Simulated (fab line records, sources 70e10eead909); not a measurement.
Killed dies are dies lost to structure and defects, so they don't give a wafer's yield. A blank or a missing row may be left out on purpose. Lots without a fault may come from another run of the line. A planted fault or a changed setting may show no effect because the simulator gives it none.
Chamber matching | flow nand_harc | NHARC_A_SGD_CUT_DEP_00 on pecvd-04: 3 sister chambers
The step deposits SiNx, target thk 50 nm. 14 wafers are shown with their chamber, then 7 later ones without.

WAFERS WITH THEIR CHAMBER
wafer  | chamber | heater_power_w (W) | heater_power_outer_w (W)
L075.3 | 2       | 809                | 511
L075.4 | 0       | 744                | 450
L075.5 | 1       | 727                | 424
L080.1 | 0       | 670                | 402
L080.5 | 0       | 669                | 412
L080.6 | 1       | 763                | 459
L077.3 | 0       | 665                | 392
L077.5 | 0       | 665                | 396
L077.6 | 1       | 756                | 450
L081.1 | 0       | 697                | 436
L081.2 | 2       | 710                | 421
L081.6 | 1       | 778                | 455
L082.2 | 2       | 830                | 518
L082.4 | 0       | 668                | 395

SIGNATURES (means of the wafers above)
reading              | chamber 0 | chamber 1 | chamber 2 | scatter within a chamber
heater_power_w       | 682.57    | 756.00    | 783.00    | 36.6
heater_power_outer_w | 411.86    | 447.00    | 483.33    | 29.6
Rule: a wafer's distance from a chamber is the root of the sum, over the readings, of the square of ((its reading less the chamber's mean) divided by the reading's scatter). The wafer belongs to the nearest chamber; if the next one is less than 2 further off, it can't be placed. The scatter: the root of (the sum of the squares of (reading less its chamber's mean) over the shown wafers, divided by (wafers less chambers)).

WAFERS WITHOUT THEIR CHAMBER
wafer  | heater_power_w (W) | heater_power_outer_w (W)
L082.6 | 667                | 404
L090.1 | 685                | 391
L090.3 | 712                | 455
L090.5 | 680                | 399
L096.1 | 771                | 503
L096.2 | 746                | 469
L096.3 | 660                | 349

WHICH CHAMBER EACH WENT THROUGH
wafer  | from the rows above          | in truth
L082.6 | 0                            | 0
L090.1 | 0                            | 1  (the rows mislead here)
L090.3 | can't be placed: 1 or 0 or 2 | 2
L090.5 | 0                            | 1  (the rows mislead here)
L096.1 | can't be placed: 2 or 1      | 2
L096.2 | can't be placed: 1 or 2 or 0 | 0
L096.3 | 0                            | 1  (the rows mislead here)
Placed correctly: 1 of 7. Can't be placed from these rows: 3 (the true chamber is among the candidates in 3). Placed wrongly: 3.
